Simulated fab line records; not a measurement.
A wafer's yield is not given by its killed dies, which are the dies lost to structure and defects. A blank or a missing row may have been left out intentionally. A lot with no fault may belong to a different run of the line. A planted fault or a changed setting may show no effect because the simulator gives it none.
Which tool was responsible? :: flow n5-finfet :: 9 lots with 27 wafers sampled at 5 steps, on a route of 1938 steps

== WHAT THE GAUGES READ, wafer by wafer ==
N5_BEOL_M4_RC_MEAS_101. Usual: DIBL_N 36.4 mV/V, standard deviation 1.7; DIBL_P 36.4 mV/V, standard deviation 2.1; IOFF_N 0.16 nA/um, standard deviation 0.035; IOFF_P 0.21 nA/um, standard deviation 0.035; ION_N 680 uA/um, standard deviation 11; ION_P 465 uA/um, standard deviation 6.8; SS_N 71.5 mV/dec, standard deviation 0.58; SS_P 73.2 mV/dec, standard deviation 0.72; VT_N 249 mV, standard deviation 3.6; VT_P -250 mV, standard deviation 3.1.
lot: L848
measured: day 9 21:58
on: prober-02
DIBL_N (mV/V): 35.7 34.6 36.0
DIBL_P (mV/V): 37.8 35.9 37.8
IOFF_N (nA/um): 0.17 0.14 0.18
IOFF_P (nA/um): 0.19 0.17 0.20
ION_N (uA/um): 678 662 680
ION_P (uA/um): 457 451 459
SS_N (mV/dec): 71.7 71.5 71.9
SS_P (mV/dec): 73.8 73.2 74.4
VT_N (mV): 250 252 247
VT_P (mV): -254 -256 -251
flag: 

lot: L849
measured: day 9 17:30
on: prober-02
DIBL_N (mV/V): 37.9 35.0 37.2
DIBL_P (mV/V): 39.1 34.9 37.8
IOFF_N (nA/um): 0.19 0.13 0.16
IOFF_P (nA/um): 0.23 0.17 0.21
ION_N (uA/um): 686 666 669
ION_P (uA/um): 461 458 459
SS_N (mV/dec): 72.5 70.4 71.7
SS_P (mV/dec): 74.7 73.3 73.2
VT_N (mV): 247 255 251
VT_P (mV): -251 -254 -252
flag: 

lot: L851
measured: day 10 00:14
on: prober-02
DIBL_N (mV/V): 36.7 32.4 36.7
DIBL_P (mV/V): 38.2 33.1 37.7
IOFF_N (nA/um): 0.19 0.12 0.19
IOFF_P (nA/um): 0.24 0.16 0.23
ION_N (uA/um): 682 671 682
ION_P (uA/um): 472 461 465
SS_N (mV/dec): 72.0 71.7 71.5
SS_P (mV/dec): 74.0 72.1 73.9
VT_N (mV): 244 254 246
VT_P (mV): -249 -253 -250
flag: 

lot: L857
measured: day 11 12:10
on: prober-02
DIBL_N (mV/V): 38.0 34.5 38.1
DIBL_P (mV/V): 36.6 33.9 37.7
IOFF_N (nA/um): 0.19 0.13 0.20
IOFF_P (nA/um): 0.25 0.21 0.28
ION_N (uA/um): 695 676 695
ION_P (uA/um): 473 473 474
SS_N (mV/dec): 72.4 70.4 72.4
SS_P (mV/dec): 73.9 72.5 74.1
VT_N (mV): 243 250 244
VT_P (mV): -244 -250 -244
flag: 

lot: L859
measured: day 11 20:44
on: prober-02
DIBL_N (mV/V): 34.3 32.1 35.0
DIBL_P (mV/V): 33.7 33.2 36.9
IOFF_N (nA/um): 0.13 0.11 0.15
IOFF_P (nA/um): 0.17 0.17 0.20
ION_N (uA/um): 657 669 663
ION_P (uA/um): 460 466 458
SS_N (mV/dec): 71.6 70.7 71.1
SS_P (mV/dec): 72.2 72.4 73.0
VT_N (mV): 254 252 249
VT_P (mV): -251 -253 -249
flag: 

lot: L860
measured: day 12 04:37
on: prober-01
DIBL_N (mV/V): 34.6 35.9 36.6
DIBL_P (mV/V): 35.4 36.7 36.7
IOFF_N (nA/um): 0.13 0.16 0.17
IOFF_P (nA/um): 0.18 0.20 0.19
ION_N (uA/um): 671 684 684
ION_P (uA/um): 468 471 466
SS_N (mV/dec): 69.9 71.1 71.0
SS_P (mV/dec): 72.8 73.8 73.2
VT_N (mV): 252 251 253
VT_P (mV): -253 -252 -252
flag: 

lot: L862
measured: day 12 14:55
on: prober-02
DIBL_N (mV/V): 34.0 37.2 35.8
DIBL_P (mV/V): 33.9 36.5 35.5
IOFF_N (nA/um): 0.12 0.16 0.14
IOFF_P (nA/um): 0.15 0.19 0.18
ION_N (uA/um): 664 674 676
ION_P (uA/um): 457 458 464
SS_N (mV/dec): 71.4 71.8 70.8
SS_P (mV/dec): 72.0 72.7 72.2
VT_N (mV): 256 250 252
VT_P (mV): -253 -252 -255
flag: 

lot: L863
measured: day 13 08:45
on: prober-01
DIBL_N (mV/V): 36.3 38.7 38.8
DIBL_P (mV/V): 34.1 36.9 36.5
IOFF_N (nA/um): 0.15 0.20 0.21
IOFF_P (nA/um): 0.21 0.25 0.24
ION_N (uA/um): 680 689 686
ION_P (uA/um): 469 472 465
SS_N (mV/dec): 71.4 72.1 71.3
SS_P (mV/dec): 73.1 73.9 73.6
VT_N (mV): 249 247 247
VT_P (mV): -249 -248 -248
flag: 

lot: L867
measured: day 13 21:46
on: prober-01
DIBL_N (mV/V): 36.0 34.6 38.6
DIBL_P (mV/V): 36.2 33.8 39.1
IOFF_N (nA/um): 0.16 0.12 0.21
IOFF_P (nA/um): 0.23 0.19 0.28
ION_N (uA/um): 678 665 692
ION_P (uA/um): 470 464 469
SS_N (mV/dec): 71.7 71.1 72.3
SS_P (mV/dec): 72.8 72.1 74.4
VT_N (mV): 248 252 247
VT_P (mV): -249 -251 -247
flag: 

== WHAT TOOL EACH LOT RAN ON (gives the tool, then ch and the chambers of the sampled wafers, and finally the start) ==
lot: L848
N5_BEOL_M0_SAQP_HM_OPEN_112: rie-diel-06 ch 0,3, day 6 22:00
N5_BEOL_M0_SAQP_ETCH_107: rie-diel-06 ch 0,1, day 7 00:14
N5_BEOL_M0_SAQP_SPACER2_ALD_26: ald-sin-01 ch 1,2,3, day 7 00:29
N5_BEOL_M0_SAQP_SPACER2_ETCHBACK_27: rie-diel-03 ch 1,3, day 7 01:02

lot: L849
N5_BEOL_M0_SAQP_HM_OPEN_112: rie-diel-05 ch 0,3, day 7 00:00
N5_BEOL_M0_SAQP_ETCH_107: rie-diel-03 ch 0,2,3, day 7 02:24
N5_BEOL_M0_SAQP_SPACER2_ALD_26: ald-sin-04 ch 0,1,3, day 7 02:38
N5_BEOL_M0_SAQP_SPACER2_ETCHBACK_27: rie-diel-03 ch 0,1,2, day 7 03:11

lot: L851
N5_BEOL_M0_SAQP_HM_OPEN_112: rie-diel-03 ch 2,3, day 7 05:29
N5_BEOL_M0_SAQP_ETCH_107: rie-diel-05 ch 0,2,3, day 7 08:06
N5_BEOL_M0_SAQP_SPACER2_ALD_26: ald-sin-01 ch 1,3, day 7 08:21
N5_BEOL_M0_SAQP_SPACER2_ETCHBACK_27: rie-diel-06 ch 0,1,3, day 7 08:54

lot: L857
N5_BEOL_M0_SAQP_HM_OPEN_112: rie-diel-06 ch 0,2,3, day 8 20:07
N5_BEOL_M0_SAQP_ETCH_107: rie-diel-05 ch 1,2,3, day 8 22:16
N5_BEOL_M0_SAQP_SPACER2_ALD_26: ald-sin-04 ch 0,2, day 8 22:31
N5_BEOL_M0_SAQP_SPACER2_ETCHBACK_27: rie-diel-06 ch 0,2, day 8 23:04

lot: L859
N5_BEOL_M0_SAQP_HM_OPEN_112: rie-diel-06 ch 0,2,3, day 9 03:56
N5_BEOL_M0_SAQP_ETCH_107: rie-diel-05 ch 1,2,3, day 9 06:11
N5_BEOL_M0_SAQP_SPACER2_ALD_26: ald-sin-03 ch 0,1,3, day 9 06:33
N5_BEOL_M0_SAQP_SPACER2_ETCHBACK_27: rie-diel-05 ch 1,2,3, day 9 07:10

lot: L860
N5_BEOL_M0_SAQP_HM_OPEN_112: rie-diel-03 ch 0,1,3, day 9 10:36
N5_BEOL_M0_SAQP_ETCH_107: rie-diel-03 ch 0,1,2, day 9 12:59
N5_BEOL_M0_SAQP_SPACER2_ALD_26: ald-sin-03 ch 0,3, day 9 13:13
N5_BEOL_M0_SAQP_SPACER2_ETCHBACK_27: rie-diel-05 ch 1,3, day 9 13:46

lot: L862
N5_BEOL_M0_SAQP_HM_OPEN_112: rie-diel-05 ch 0,2,3, day 9 22:48
N5_BEOL_M0_SAQP_ETCH_107: rie-diel-06 ch 0,1,3, day 10 01:46
N5_BEOL_M0_SAQP_SPACER2_ALD_26: ald-sin-01 ch 0,2,3, day 10 02:01
N5_BEOL_M0_SAQP_SPACER2_ETCHBACK_27: rie-diel-03 ch 0,1,2, day 10 02:34

lot: L863
N5_BEOL_M0_SAQP_HM_OPEN_112: rie-diel-03 ch 0,1,2, day 10 06:40
N5_BEOL_M0_SAQP_ETCH_107: rie-diel-03 ch 1,2, day 10 09:04
N5_BEOL_M0_SAQP_SPACER2_ALD_26: ald-sin-03 ch 1,2, day 10 10:18
N5_BEOL_M0_SAQP_SPACER2_ETCHBACK_27: rie-diel-03 ch 0,1,2, day 10 10:51

lot: L867
N5_BEOL_M0_SAQP_HM_OPEN_112: rie-diel-06 ch 2,3, day 11 07:22
N5_BEOL_M0_SAQP_ETCH_107: rie-diel-06 ch 2,3, day 11 09:37
N5_BEOL_M0_SAQP_SPACER2_ALD_26: ald-sin-04 ch 0,1,2, day 11 09:51
N5_BEOL_M0_SAQP_SPACER2_ETCHBACK_27: rie-diel-03 ch 0,1,3, day 11 10:24
- N5_BEOL_M0_SAQP_HM_OPEN_112: chemistry CHF3/O2, target SiO2, stops on a-Si, target depth 12 nm, time 13.5 s.
- N5_BEOL_M0_SAQP_ETCH_107: etches SiNx in CH3F/O2, target depth 30 nm.
- N5_BEOL_M0_SAQP_SPACER2_ALD_26: deposits SiO2, target thk 15 nm, pulse time 1 s, purge time 2 s.
- N5_BEOL_M0_SAQP_SPACER2_ETCHBACK_27: etches SiO2 in CHF3/O2, target depth 22.5 nm, time 11.25 s.

== AS READ BY THE TOOLS THEMSELVES (means over the sampled wafers that have a number; for cases with no such wafer, the mark the record gives instead) ==
N5_BEOL_M0_SAQP_HM_OPEN_112. Usual: drypump-motor-current-A 5.41 A, standard deviation 0.28; oes-product-au 0.50 a.u., standard deviation 0.061; rf-vpp-V 526 V, standard deviation 7.7; showerhead-plenum-p-Torr 2.44 Torr, standard deviation 0.059; throttle-valve-pct 18.85 %, standard deviation 0.25.
lot: L848
tool: rie-diel-06
drypump-motor-current-A (A): 5.17
oes-product-au (a.u.): 0.48
rf-vpp-V (V): 534
showerhead-plenum-p-Torr (Torr): 2.48
throttle-valve-pct (%): 18.81
flag: 

lot: L849
tool: rie-diel-05
drypump-motor-current-A (A): 5.12
oes-product-au (a.u.): 0.46
rf-vpp-V (V): 522
showerhead-plenum-p-Torr (Torr): 2.46
throttle-valve-pct (%): 19.12
flag: 

lot: L851
tool: rie-diel-03
drypump-motor-current-A (A): 5.19
oes-product-au (a.u.): 0.45
rf-vpp-V (V): 535
showerhead-plenum-p-Torr (Torr): 2.44
throttle-valve-pct (%): 19.05
flag: 

lot: L857
tool: rie-diel-06
drypump-motor-current-A (A): 5.43
oes-product-au (a.u.): 0.48
rf-vpp-V (V): 532
showerhead-plenum-p-Torr (Torr): 2.43
throttle-valve-pct (%): 18.97
flag: 

lot: L859
tool: rie-diel-06
drypump-motor-current-A (A): 5.43
oes-product-au (a.u.): 0.47
rf-vpp-V (V): 532
showerhead-plenum-p-Torr (Torr): 2.43
throttle-valve-pct (%): 18.98
flag: 

lot: L860
tool: rie-diel-03
drypump-motor-current-A (A): 5.45
oes-product-au (a.u.): 0.48
rf-vpp-V (V): 531
showerhead-plenum-p-Torr (Torr): 2.47
throttle-valve-pct (%): 18.85
flag: 

lot: L862
tool: rie-diel-05
drypump-motor-current-A (A): 5.34
oes-product-au (a.u.): 0.58
rf-vpp-V (V): 521
showerhead-plenum-p-Torr (Torr): 2.45
throttle-valve-pct (%): 18.78
flag: 

lot: L863
tool: rie-diel-03
drypump-motor-current-A (A): 5.48
oes-product-au (a.u.): 0.48
rf-vpp-V (V): 522
showerhead-plenum-p-Torr (Torr): 2.43
throttle-valve-pct (%): 18.81
flag: 

lot: L867
tool: rie-diel-06
drypump-motor-current-A (A): 5.51
oes-product-au (a.u.): 0.47
rf-vpp-V (V): 534
showerhead-plenum-p-Torr (Torr): 2.39
throttle-valve-pct (%): 19.07
flag: 

N5_BEOL_M0_SAQP_ETCH_107. Usual: bias-w 72.99 W, standard deviation 0.22; drypump-motor-current-A 5.41 A, standard deviation 0.28; oes-product-au 0.76 a.u., standard deviation 0.09; rf-vpp-V 300 V, standard deviation 4.5; showerhead-plenum-p-Torr 2.03 Torr, standard deviation 0.054; throttle-valve-pct 16.39 %, standard deviation 0.22.
lot: L848
tool: rie-diel-06
bias-w (W): 72.96
drypump-motor-current-A (A): 5.33
oes-product-au (a.u.): 0.70
rf-vpp-V (V): 299
showerhead-plenum-p-Torr (Torr): 2.07
throttle-valve-pct (%): 16.52
flag: 

lot: L849
tool: rie-diel-03
bias-w (W): 73.16
drypump-motor-current-A (A): 5.43
oes-product-au (a.u.): 0.70
rf-vpp-V (V): 299
showerhead-plenum-p-Torr (Torr): 2.01
throttle-valve-pct (%): 16.43
flag: 

lot: L851
tool: rie-diel-05
bias-w (W): 73.06
drypump-motor-current-A (A): 5.32
oes-product-au (a.u.): 0.71
rf-vpp-V (V): 296
showerhead-plenum-p-Torr (Torr): 2.04
throttle-valve-pct (%): 16.54
flag: 

lot: L857
tool: rie-diel-05
bias-w (W): 59.08
drypump-motor-current-A (A): 5.48
oes-product-au (a.u.): 0.84
rf-vpp-V (V): 250
showerhead-plenum-p-Torr (Torr): 2.00
throttle-valve-pct (%): 16.11
flag: OFF

lot: L859
tool: rie-diel-05
bias-w (W): 58.75
drypump-motor-current-A (A): 5.48
oes-product-au (a.u.): 0.84
rf-vpp-V (V): 249
showerhead-plenum-p-Torr (Torr): 2.00
throttle-valve-pct (%): 16.13
flag: OFF

lot: L860
tool: rie-diel-03
bias-w (W): 73.09
drypump-motor-current-A (A): 5.50
oes-product-au (a.u.): 0.74
rf-vpp-V (V): 297
showerhead-plenum-p-Torr (Torr): 2.03
throttle-valve-pct (%): 16.37
flag: 

lot: L862
tool: rie-diel-06
bias-w (W): 73.19
drypump-motor-current-A (A): 5.28
oes-product-au (a.u.): 0.79
rf-vpp-V (V): 301
showerhead-plenum-p-Torr (Torr): 2.04
throttle-valve-pct (%): 16.34
flag: 

lot: L863
tool: rie-diel-03
bias-w (W): 72.75
drypump-motor-current-A (A): 5.28
oes-product-au (a.u.): 0.76
rf-vpp-V (V): 297
showerhead-plenum-p-Torr (Torr): 2.08
throttle-valve-pct (%): 16.43
flag: 

lot: L867
tool: rie-diel-06
bias-w (W): 73.20
drypump-motor-current-A (A): 5.72
oes-product-au (a.u.): 0.72
rf-vpp-V (V): 299
showerhead-plenum-p-Torr (Torr): 1.98
throttle-valve-pct (%): 16.65
flag: 

N5_BEOL_M0_SAQP_SPACER2_ALD_26. Usual: heater-power-w 475 W, standard deviation 36; precursor-pulse-height-rel 0.998, standard deviation 0.019.
lot: L848
tool: ald-sin-01
heater-power-w (W): 465
precursor-pulse-height-rel: 0.993
flag: 

lot: L849
tool: ald-sin-04
heater-power-w (W): 493
precursor-pulse-height-rel: 1.006
flag: 

lot: L851
tool: ald-sin-01
heater-power-w (W): 465
precursor-pulse-height-rel: 1.004
flag: 

lot: L857
tool: ald-sin-04
heater-power-w (W): 508
precursor-pulse-height-rel: 0.999
flag: 

lot: L859
tool: ald-sin-03
heater-power-w (W): 458
precursor-pulse-height-rel: 0.980
flag: 

lot: L860
tool: ald-sin-03
heater-power-w (W): 460
precursor-pulse-height-rel: 0.995
flag: 

lot: L862
tool: ald-sin-01
heater-power-w (W): 474
precursor-pulse-height-rel: 0.997
flag: 

lot: L863
tool: ald-sin-03
heater-power-w (W): 480
precursor-pulse-height-rel: 1.005
flag: 

lot: L867
tool: ald-sin-04
heater-power-w (W): 498
precursor-pulse-height-rel: 0.990
flag: 

N5_BEOL_M0_SAQP_SPACER2_ETCHBACK_27. Usual: drypump-motor-current-A 5.40 A, standard deviation 0.29; oes-product-au 0.77 a.u., standard deviation 0.093; rf-vpp-V 527 V, standard deviation 8.1; showerhead-plenum-p-Torr 2.44 Torr, standard deviation 0.065; throttle-valve-pct 18.90 %, standard deviation 0.23.
lot: L848
tool: rie-diel-03
drypump-motor-current-A (A): 5.25
oes-product-au (a.u.): 0.78
rf-vpp-V (V): 531
showerhead-plenum-p-Torr (Torr): 2.53
throttle-valve-pct (%): 18.98
flag: 

lot: L849
tool: rie-diel-03
drypump-motor-current-A (A): 5.48
oes-product-au (a.u.): 0.75
rf-vpp-V (V): 522
showerhead-plenum-p-Torr (Torr): 2.44
throttle-valve-pct (%): 18.82
flag: 

lot: L851
tool: rie-diel-06
drypump-motor-current-A (A): 5.28
oes-product-au (a.u.): 0.72
rf-vpp-V (V): 532
showerhead-plenum-p-Torr (Torr): 2.47
throttle-valve-pct (%): 19.01
flag: 

lot: L857
tool: rie-diel-06
drypump-motor-current-A (A): 5.35
oes-product-au (a.u.): 0.74
rf-vpp-V (V): 530
showerhead-plenum-p-Torr (Torr): 2.47
throttle-valve-pct (%): 18.97
flag: 

lot: L859
tool: rie-diel-05
drypump-motor-current-A (A): 5.50
oes-product-au (a.u.): 0.86
rf-vpp-V (V): 523
showerhead-plenum-p-Torr (Torr): 2.41
throttle-valve-pct (%): 18.70
flag: 

lot: L860
tool: rie-diel-05
drypump-motor-current-A (A): 5.42
oes-product-au (a.u.): 0.85
rf-vpp-V (V): 527
showerhead-plenum-p-Torr (Torr): 2.37
throttle-valve-pct (%): 18.64
flag: 

lot: L862
tool: rie-diel-03
drypump-motor-current-A (A): 5.50
oes-product-au (a.u.): 0.73
rf-vpp-V (V): 522
showerhead-plenum-p-Torr (Torr): 2.43
throttle-valve-pct (%): 18.86
flag: 

lot: L863
tool: rie-diel-03
drypump-motor-current-A (A): 5.48
oes-product-au (a.u.): 0.73
rf-vpp-V (V): 522
showerhead-plenum-p-Torr (Torr): 2.43
throttle-valve-pct (%): 18.86
flag: 

lot: L867
tool: rie-diel-03
drypump-motor-current-A (A): 5.46
oes-product-au (a.u.): 0.82
rf-vpp-V (V): 532
showerhead-plenum-p-Torr (Torr): 2.46
throttle-valve-pct (%): 18.79
flag: 

== THE ANSWER, worked out from the rows above alone ==
Rule: a lot counts as off when the mean over its wafers that have a number is more than 3 standard deviations away from the usual mean. A lot without any number at a reading at which 4 lots or more have one is off too. Where the step has rows for the other lots, those lots are counted as sound. The gauges are gone through in route order, then the tools' own readings, and for those a lot's mean is taken as printed above. The first step at which some lot is off is used, and at that step the reading that is off furthest; a lot without a number counts as furthest.
Off: L857, L859 (N5_BEOL_M0_SAQP_ETCH_107, bias-w).
If a tool, at that step or one of the process steps before it, ran each lot that is off and ran no sound lot following the first of them, it fits. One candidate fits, namely rie-diel-05 at N5_BEOL_M0_SAQP_ETCH_107. A fault onset in the window from L851 (day 7 08:06, its last sound lot) to L857 (day 8 22:16, its first lot off) fits.
The tool's own readings at N5_BEOL_M0_SAQP_ETCH_107 bear it out: on the lots that are off they differ by more than 5 times the standard deviation of the sound lots' means. bias-w reads 58.91 W there against 73.06 W on the sound lots; rf-vpp-V reads 250 V there against 298 V on the sound lots.

== WHAT THE SIMULATOR HAD PUT IN ==
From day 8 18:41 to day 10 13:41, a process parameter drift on rie-diel-05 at N5_BEOL_M0_SAQP_ETCH_107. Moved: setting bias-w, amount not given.
Lots struck among those shown: L857, L859. This agrees with what the rule above found.
